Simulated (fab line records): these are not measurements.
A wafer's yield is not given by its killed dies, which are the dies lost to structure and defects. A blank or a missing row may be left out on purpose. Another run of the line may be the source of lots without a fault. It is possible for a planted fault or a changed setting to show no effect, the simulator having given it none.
Which of the tools did it? | flow n5Finfet | Sampling: 24 lots, 72 wafers, 5 of 1938 route steps

== WHAT EACH GAUGE READ, for each wafer ==
N5_BEOL_M4_OCD_MEAS_38.
lot  | measured     | on     | trenchDepthNm (nm)
L076 | day 8 02:41  | ocd-02 | 55.2 55.9 53.9
L074 | day 8 01:51  | ocd-02 | 56.0 56.1 54.3
L075 | day 8 01:50  | ocd-02 | 54.5 55.3 55.3
L077 | day 8 18:48  | ocd-02 | 52.9 55.6 54.6
L078 | day 8 22:24  | ocd-02 | 52.6 55.3 56.9
L079 | day 8 22:22  | ocd-01 | 55.1 54.8 54.5
L080 | day 9 07:10  | ocd-02 | 55.6 56.3 54.2
L081 | day 9 17:47  | ocd-02 | 52.7 55.0 56.7
L082 | day 9 18:01  | ocd-02 | 55.7 56.6 54.6
L083 | day 10 01:26 | ocd-02 | 55.1 54.9 55.5
L084 | day 10 01:19 | ocd-02 | 55.7 54.4 55.8
L085 | day 10 19:23 | ocd-02 | 56.8 54.5 56.5
L086 | day 11 01:10 | ocd-01 | 53.7 54.4 54.5
L087 | day 11 08:17 | ocd-02 | 52.3 55.9 56.1
L088 | day 11 08:17 | ocd-01 | 56.0 56.7 54.3
L089 | day 11 19:12 | ocd-01 | 55.0 56.1 55.1
L090 | day 12 06:04 | ocd-01 | 53.5 55.3 55.9
L091 | day 12 11:24 | ocd-02 | 54.4 56.4 54.6
L092 | day 12 15:59 | ocd-02 | 55.2 57.1 54.9
L093 | day 12 15:51 | ocd-01 | 54.7 53.9 56.7
L094 | day 12 19:35 | ocd-02 | 54.0 56.1 54.3
L095 | day 13 14:51 | ocd-02 | 55.1 54.9 54.9
L096 | day 13 18:52 | ocd-01 | 52.9 55.5 54.7
L097 | day 13 14:50 | ocd-01 | 54.0 53.7 54.2

N5_BEOL_M4_CD_MEAS_35: target cd 18 nm, target cd y 22.4 nm.
lot  | measured     | on       | cdNm (nm)
L076 | day 8 02:50  | cdSem-03 | 18.7 18.8 18.1
L074 | day 8 02:01  | cdSem-03 | 18.4 18.4 18.8
L075 | day 8 01:59  | cdSem-03 | 18.3 17.6 18.2
L077 | day 8 18:58  | cdSem-01 | 18.2 17.6 17.6
L078 | day 8 22:33  | cdSem-02 | 17.8 18.0 17.8
L079 | day 8 22:31  | cdSem-03 | 18.0 18.1 17.6
L080 | day 9 07:19  | cdSem-02 | 18.0 18.2 17.9
L081 | day 9 17:56  | cdSem-03 | 17.8 18.0 18.9
L082 | day 9 18:10  | cdSem-02 | 17.8 16.8 17.9
L083 | day 10 01:36 | cdSem-03 | 17.8 18.1 17.5
L084 | day 10 01:28 | cdSem-01 | 18.3 18.2 18.1
L085 | day 10 19:32 | cdSem-02 | 17.8 17.7 17.4
L086 | day 11 01:19 | cdSem-02 | 18.7 18.4 18.1
L087 | day 11 08:26 | cdSem-03 | 18.1 17.3 17.7
L088 | day 11 08:27 | cdSem-02 | 18.4 18.3 18.4
L089 | day 11 19:21 | cdSem-02 | 18.7 18.2 18.8
L090 | day 12 06:15 | cdSem-01 | 18.4 18.0 18.4
L091 | day 12 11:34 | cdSem-03 | 17.6 18.0 18.3
L092 | day 12 16:14 | cdSem-02 | 18.3 17.8 17.9
L093 | day 12 16:00 | cdSem-02 | 18.7 18.5 18.1
L094 | day 12 19:44 | cdSem-02 | 18.6 18.0 18.7
L095 | day 13 15:00 | cdSem-03 | 16.8 17.9 17.8
L096 | day 13 19:01 | cdSem-02 | 18.1 18.1 17.7
L097 | day 13 14:59 | cdSem-01 | 18.8 18.3 18.2

== WHICH TOOL RAN EACH LOT (tool, then ch and the chambers of the sampled wafers, then the start) ==
lot  | N5_BEOL_M4_STRIP_66               | N5_BEOL_M4_ETCH_70                | N5_BEOL_M4_STRIP_36
L076 | rieDiel-04 ch 1,3, day 7 15:55    | rieDiel-05 ch 1,2, day 8 02:19    | rieDiel-05 ch 1,2, day 8 02:29
L074 | rieDiel-05 ch 0,1,3, day 7 18:52  | rieDiel-04 ch 0,1, day 8 01:29    | rieDiel-04 ch 0,1, day 8 01:40
L075 | rieDiel-04 ch 0,1, day 7 19:50    | rieDiel-01 ch 1,3, day 8 01:29    | rieDiel-01 ch 1,3, day 8 01:38
L077 | rieDiel-04 ch 0,1,2, day 8 06:02  | rieDiel-04 ch 0,1,2, day 8 18:26  | rieDiel-04 ch 0,1,2, day 8 18:37
L078 | rieDiel-04 ch 0,1,2, day 8 13:13  | rieDiel-05 ch 0,1,3, day 8 22:02  | rieDiel-05 ch 0,1,3, day 8 22:12
L079 | rieDiel-05 ch 0,2, day 8 16:10    | rieDiel-01 ch 0,1,3, day 8 22:00  | rieDiel-01 ch 0,1,3, day 8 22:10
L080 | rieDiel-05 ch 0,1,2, day 9 03:45  | rieDiel-04 ch 0,2, day 9 06:48    | rieDiel-04 ch 0,2, day 9 06:58
L081 | rieDiel-01 ch 0,2, day 9 13:49    | rieDiel-05 ch 0,1,3, day 9 17:25  | rieDiel-05 ch 0,1,3, day 9 17:35
L082 | rieDiel-01 ch 0,1,2, day 9 14:07  | rieDiel-01 ch 0,1,2, day 9 17:40  | rieDiel-01 ch 0,1,2, day 9 17:49
L083 | rieDiel-05 ch 0,2,3, day 9 22:24  | rieDiel-04 ch 0,1, day 10 01:05   | rieDiel-04 ch 0,1, day 10 01:15
L084 | rieDiel-04 ch 0,1, day 9 22:58    | rieDiel-01 ch 0,1,3, day 10 00:58 | rieDiel-01 ch 0,1,3, day 10 01:08
L085 | rieDiel-04 ch 0,1, day 10 09:51   | rieDiel-01 ch 2,3, day 10 19:02   | rieDiel-01 ch 2,3, day 10 19:12
L086 | rieDiel-04 ch 1,2,3, day 10 17:56 | rieDiel-01 ch 1,3, day 11 00:48   | rieDiel-01 ch 1,3, day 11 00:58
L087 | rieDiel-04 ch 1,2,3, day 11 03:35 | rieDiel-05 ch 1,3, day 11 07:56   | rieDiel-05 ch 1,3, day 11 08:05
L088 | rieDiel-04 ch 0,3, day 11 05:08   | rieDiel-01 ch 1,2, day 11 07:56   | rieDiel-01 ch 1,2, day 11 08:06
L089 | rieDiel-01 ch 0,1,2, day 11 15:19 | rieDiel-01 ch 0,2,3, day 11 18:50 | rieDiel-01 ch 0,2,3, day 11 19:01
L090 | rieDiel-04 ch 1,3, day 11 16:55   | rieDiel-05 ch 1,2, day 12 05:43   | rieDiel-05 ch 1,2, day 12 05:53
L091 | rieDiel-05 ch 1,2, day 11 17:16   | rieDiel-04 ch 1,3, day 12 11:02   | rieDiel-04 ch 1,3, day 12 11:13
L092 | rieDiel-05 ch 0,1,2, day 12 07:52 | rieDiel-04 ch 1,2,3, day 12 15:37 | rieDiel-04 ch 1,2,3, day 12 15:47
L093 | rieDiel-05 ch 0,1, day 12 10:46   | rieDiel-01 ch 0,2,3, day 12 15:29 | rieDiel-01 ch 0,2,3, day 12 15:39
L094 | rieDiel-05 ch 0,1, day 12 12:25   | rieDiel-01 ch 1,2,3, day 12 19:13 | rieDiel-01 ch 1,2,3, day 12 19:23
L095 | rieDiel-04 ch 1,3, day 12 20:50   | rieDiel-04 ch 0,1, day 13 14:29   | rieDiel-04 ch 0,1, day 13 14:40
L096 | rieDiel-04 ch 0,1,3, day 13 09:18 | rieDiel-05 ch 0,1,2, day 13 18:30 | rieDiel-05 ch 0,1,2, day 13 18:40
L097 | rieDiel-05 ch 1,2, day 13 10:52   | rieDiel-01 ch 0,1, day 13 14:28   | rieDiel-01 ch 0,1, day 13 14:38
- N5_BEOL_M4_STRIP_66: strips in CF4.
- N5_BEOL_M4_ETCH_70: etches SOC in N2/H2, target depth 80 nm, overetch 24 nm, time 130 s.
- N5_BEOL_M4_STRIP_36: strips in N2/H2.

== WHAT THE TOOLS THEMSELVES READ (means of the sampled wafers that have a number; where no wafer has one, the mark that the record gives instead) ==
N5_BEOL_M4_STRIP_66.
lot  | tool       | drypumpMotorCurrentA (A) | oesProductAu (a.u.) | rfVppV (V) | showerheadPlenumPTorr (Torr) | throttleValvePct (%)
L076 | rieDiel-04 | 5.4                      | 0.68                | 268.8      | 1.73                         | 13.7
L074 | rieDiel-05 | 5.1                      | 0.73                | 270.2      | 1.78                         | 13.7
L075 | rieDiel-04 | 5.7                      | 0.78                | 270.3      | 1.72                         | 13.5
L077 | rieDiel-04 | 5.8                      | 0.77                | 271.0      | 1.78                         | 13.6
L078 | rieDiel-04 | 5.8                      | 0.76                | 271.1      | 1.78                         | 13.6
L079 | rieDiel-05 | 5.4                      | 0.75                | 268.3      | 1.69                         | 13.9
L080 | rieDiel-05 | 5.4                      | 0.75                | 269.2      | 1.71                         | 13.7
L081 | rieDiel-01 | 5.8                      | 0.86                | 270.0      | 1.78                         | 13.4
L082 | rieDiel-01 | 5.5                      | 0.81                | 270.4      | 1.79                         | 13.5
L083 | rieDiel-05 | 5.2                      | 0.71                | 269.5      | 1.75                         | 13.9
L084 | rieDiel-04 | 5.9                      | 0.91                | 272.4      | 1.83                         | 13.1
L085 | rieDiel-04 | 5.7                      | 0.93                | 273.0      | 1.85                         | 13.2
L086 | rieDiel-04 | 5.4                      | 0.93                | 273.1      | 1.84                         | 13.2
L087 | rieDiel-04 | 5.4                      | 0.91                | 272.1      | 1.84                         | 13.2
L088 | rieDiel-04 | 5.4                      | 0.86                | 272.8      | 1.81                         | 13.1
L089 | rieDiel-01 | 5.5                      | 0.79                | 270.9      | 1.78                         | 13.5
L090 | rieDiel-04 | 5.4                      | 0.90                | 272.7      | 1.86                         | 13.1
L091 | rieDiel-05 | 5.7                      | 0.76                | 268.4      | 1.68                         | 13.8
L092 | rieDiel-05 | 5.4                      | 0.73                | 269.1      | 1.71                         | 13.8
L093 | rieDiel-05 | 5.3                      | 0.74                | 269.5      | 1.73                         | 13.6
L094 | rieDiel-05 | 5.4                      | 0.74                | 269.9      | 1.73                         | 13.6
L095 | rieDiel-04 | 5.3                      | 0.86                | 272.4      | 1.83                         | 13.1
L096 | rieDiel-04 | 5.5                      | 0.85                | 273.5      | 1.83                         | 13.1
L097 | rieDiel-05 | 5.6                      | 0.75                | 270.1      | 1.70                         | 13.6

N5_BEOL_M4_ETCH_70.
lot  | tool       | drypumpMotorCurrentA (A) | h2FlowSccm (sccm) | oesProductAu (a.u.) | rfVppV (V) | showerheadPlenumPTorr (Torr) | throttleValvePct (%)
L076 | rieDiel-05 | 5.7                      | 199.8             | 0.58                | 518.9      | 2.40                         | 18.09
L074 | rieDiel-04 | 5.9                      | 199.4             | 0.63                | 523.6      | 2.54                         | 17.63
L075 | rieDiel-01 | 5.5                      | 200.1             | 0.54                | 524.3      | 2.57                         | 17.91
L077 | rieDiel-04 | 5.8                      | 200.1             | 0.56                | 524.1      | 2.53                         | 17.82
L078 | rieDiel-05 | 5.2                      | 199.9             | 0.54                | 522.9      | 2.50                         | 17.80
L079 | rieDiel-01 | 5.7                      | 200.9             | 0.58                | 523.9      | 2.55                         | 17.79
L080 | rieDiel-04 | 5.9                      | 200.5             | 0.62                | 525.8      | 2.59                         | 17.63
L081 | rieDiel-05 | 5.2                      | 199.8             | 0.54                | 522.2      | 2.50                         | 17.81
L082 | rieDiel-01 | 5.5                      | 199.4             | 0.60                | 524.1      | 2.52                         | 17.65
L083 | rieDiel-04 | 5.9                      | 200.8             | 0.68                | 526.5      | 2.64                         | 17.54
L084 | rieDiel-01 | 5.7                      | 199.8             | 0.57                | 524.3      | 2.54                         | 17.81
L085 | rieDiel-01 | 5.6                      | 200.2             | 0.57                | 524.5      | 2.58                         | 17.72
L086 | rieDiel-01 | 5.4                      | 199.5             | 0.53                | 524.1      | 2.56                         | 17.95
L087 | rieDiel-05 | 5.2                      | 200.4             | 0.53                | 524.6      | 2.55                         | 17.73
L088 | rieDiel-01 | 5.3                      | 199.8             | 0.57                | 524.5      | 2.54                         | 17.69
L089 | rieDiel-01 | 5.8                      | 199.7             | 0.58                | 523.8      | 2.54                         | 17.73
L090 | rieDiel-05 | 5.7                      | 199.8             | 0.56                | 519.0      | 2.38                         | 18.15
L091 | rieDiel-04 | 5.4                      | 199.8             | 0.66                | 527.7      | 2.68                         | 17.62
L092 | rieDiel-04 | 5.4                      | 199.2             | 0.65                | 526.0      | 2.63                         | 17.60
L093 | rieDiel-01 | 5.8                      | 199.9             | 0.58                | 523.7      | 2.54                         | 17.73
L094 | rieDiel-01 | 5.5                      | 199.8             | 0.55                | 524.4      | 2.56                         | 17.85
L095 | rieDiel-04 | 5.9                      | 200.3             | 0.63                | 525.3      | 2.63                         | 17.60
L096 | rieDiel-05 | 5.4                      | 200.2             | 0.53                | 519.9      | 2.40                         | 18.09
L097 | rieDiel-01 | 5.7                      | 200.2             | 0.59                | 522.4      | 2.47                         | 17.71

N5_BEOL_M4_STRIP_36.
lot  | tool       | drypumpMotorCurrentA (A) | h2FlowSccm (sccm) | oesProductAu (a.u.) | rfVppV (V) | showerheadPlenumPTorr (Torr) | throttleValvePct (%)
L076 | rieDiel-05 | 5.7                      | 200.2             | 0.77                | 58.8       | 2.39                         | 24.1
L074 | rieDiel-04 | 5.9                      | 200.4             | 0.87                | 60.4       | 2.54                         | 23.4
L075 | rieDiel-01 | 5.4                      | 199.9             | 0.75                | 60.6       | 2.57                         | 23.7
L077 | rieDiel-04 | 5.8                      | 200.1             | 0.78                | 58.5       | 2.53                         | 23.5
L078 | rieDiel-05 | 5.1                      | 200.4             | 0.74                | 60.0       | 2.50                         | 23.6
L079 | rieDiel-01 | 5.7                      | 200.7             | 0.80                | 61.1       | 2.54                         | 23.6
L080 | rieDiel-04 | 5.9                      | 200.2             | 0.84                | 58.1       | 2.58                         | 23.3
L081 | rieDiel-05 | 5.2                      | 199.8             | 0.73                | 58.9       | 2.50                         | 23.6
L082 | rieDiel-01 | 5.5                      | 199.6             | 0.83                | 58.3       | 2.51                         | 23.5
L083 | rieDiel-04 | 5.9                      | 200.8             | 0.92                | 60.4       | 2.64                         | 23.4
L084 | rieDiel-01 | 5.7                      | 199.7             | 0.78                | 57.4       | 2.54                         | 23.6
L085 | rieDiel-01 | 5.6                      | 199.2             | 0.77                | 59.0       | 2.57                         | 23.5
L086 | rieDiel-01 | 5.4                      | 199.6             | 0.73                | 58.4       | 2.55                         | 23.7
L087 | rieDiel-05 | 5.2                      | 200.3             | 0.71                | 59.7       | 2.55                         | 23.4
L088 | rieDiel-01 | 5.3                      | 200.0             | 0.79                | 59.4       | 2.54                         | 23.4
L089 | rieDiel-01 | 5.8                      | 200.1             | 0.79                | 57.9       | 2.54                         | 23.5
L090 | rieDiel-05 | 5.7                      | 199.6             | 0.75                | 58.2       | 2.38                         | 24.1
L091 | rieDiel-04 | 5.4                      | 200.4             | 0.91                | 59.9       | 2.68                         | 23.5
L092 | rieDiel-04 | 5.5                      | 200.3             | 0.89                | 60.0       | 2.63                         | 23.5
L093 | rieDiel-01 | 5.8                      | 199.7             | 0.78                | 58.3       | 2.54                         | 23.5
L094 | rieDiel-01 | 5.5                      | 200.2             | 0.74                | 58.8       | 2.56                         | 23.6
L095 | rieDiel-04 | 5.9                      | 199.8             | 0.87                | 61.1       | 2.62                         | 23.4
L096 | rieDiel-05 | 5.4                      | 200.1             | 0.72                | 58.5       | 2.40                         | 24.0
L097 | rieDiel-01 | 5.7                      | 199.8             | 0.82                | 59.5       | 2.47                         | 23.5

== THE ANSWER, worked out from the rows above alone ==
Rule: what is usual is taken from the lots themselves. Put in order of their means at a reading, lots are off if they are a third of the lots or fewer, leave a main group of 4 or more, and stand apart from it by a gap of 3 or more times the standard deviation of the main group's means; of several such gaps the widest counts. Not used: any main group whose means are identical at the precision the tables above print for the reading. Also off: a lot with no number at a reading for which 4 or more lots have one. Where the step has rows for the other lots, those lots are counted as sound. Order of review: gauges by route order, followed by the tools' own readings, for which a lot's mean as printed above is used. The first step at which some lot is off is used, and at that step the reading that is off furthest; a lot without a number counts as furthest.
No lot is off on any of the readings shown, so nothing can be concluded from this.

== WHAT HAD BEEN PUT IN BY THE SIMULATOR ==
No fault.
